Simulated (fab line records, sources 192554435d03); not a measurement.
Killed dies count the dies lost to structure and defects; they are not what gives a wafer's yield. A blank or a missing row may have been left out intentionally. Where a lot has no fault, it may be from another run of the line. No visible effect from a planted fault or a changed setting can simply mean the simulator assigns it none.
A single fault, viewed from 2 desks + flow n5_finfet + every desk sees just its own numbers, and what lay behind them comes last

DESK OF THE TOOL OWNER: pvd_sputter-01
The tool's own readings at N5_BEOL_M0_SAQP_HM_DEP_02 (deposits TiN, target thk 12 nm): means of the sampled wafers that have a number, for each lot that ran on this tool. Any lot whose mean is over 4 standard deviations away from the usual mean is out of limits and marked OUT; that distance is given in the brackets.
Columns: A = throttle_valve_pct at N5_BEOL_M0_SAQP_HM_DEP_02, usual 29.8 %
| lot  | first seen here | A    |
|------|-----------------|------|
| L752 | day 6 16:39     | 29.6 |
| L754 | day 7 06:31     | 29.7 |
| L755 | day 7 10:06     | 30.6 |
| L757 | day 7 18:22     | 29.4 |
| L760 | day 8 16:14     | 29.4 |
| L764 | day 9 15:14     | 30.0 |
| L766 | day 10 04:17    | 30.1 |
Result from this desk: across the 7 lots, nothing is out of limits.

FROM THE METROLOGY DESK
What the gauges read, lot by lot, whatever tool the lot ran on: means of the sampled wafers that have a number. Any lot whose mean is over 4 standard deviations away from the usual mean is out of limits and marked OUT; that distance is given in the brackets. Only the readings that lie furthest out on some lot appear, 7 of the 10 it has.
Columns: A = DIBL_N at N5_BEOL_M4_RC_MEAS_101, usual 37.4 mV/V; B = DIBL_P at N5_BEOL_M4_RC_MEAS_101, usual 37.8 mV/V; C = IOFF_P at N5_BEOL_M4_RC_MEAS_101, usual 0.24 nA/um; D = ION_N at N5_BEOL_M4_RC_MEAS_101, usual 682 uA/um; E = ION_P at N5_BEOL_M4_RC_MEAS_101, usual 467 uA/um; F = VT_N at N5_BEOL_M4_RC_MEAS_101, usual 247 mV; G = VT_P at N5_BEOL_M4_RC_MEAS_101, usual -248 mV
| lot  | first seen here | A    | B    | C    | D   | E   | F   | G    |
|------|-----------------|------|------|------|-----|-----|-----|------|
| L749 | day 7 20:51     | 37.8 | 38.8 | 0.28 | 695 | 477 | 243 | -244 |
| L751 | day 8 13:41     | 36.2 | 36.8 | 0.21 | 668 | 460 | 250 | -250 |
| L753 | day 8 23:06     | 36.1 | 36.8 | 0.24 | 684 | 471 | 246 | -247 |
| L752 | day 9 05:26     | 38.1 | 38.4 | 0.25 | 679 | 462 | 248 | -249 |
| L754 | day 9 20:37     | 35.9 | 37.0 | 0.21 | 692 | 472 | 248 | -248 |
| L755 | day 9 23:55     | 37.5 | 37.8 | 0.20 | 680 | 453 | 246 | -254 |
| L757 | day 10 00:20    | 37.5 | 38.0 | 0.23 | 677 | 459 | 248 | -248 |
| L756 | day 10 01:39    | 38.6 | 40.0 | 0.32 | 710 | 492 | 242 | -243 |
| L760 | day 11 05:55    | 40.4 | 42.0 | 0.31 | 695 | 474 | 245 | -246 |
| L764 | day 12 13:53    | 36.1 | 36.5 | 0.21 | 679 | 465 | 249 | -250 |
Result from this desk: across the 10 lots, nothing is out of limits.

PUT TOGETHER
The tool owner's desk saw nothing out of limits.
From the metrology desk's view, nothing was out of limits.

WHAT THE SIMULATOR HAD INSERTED
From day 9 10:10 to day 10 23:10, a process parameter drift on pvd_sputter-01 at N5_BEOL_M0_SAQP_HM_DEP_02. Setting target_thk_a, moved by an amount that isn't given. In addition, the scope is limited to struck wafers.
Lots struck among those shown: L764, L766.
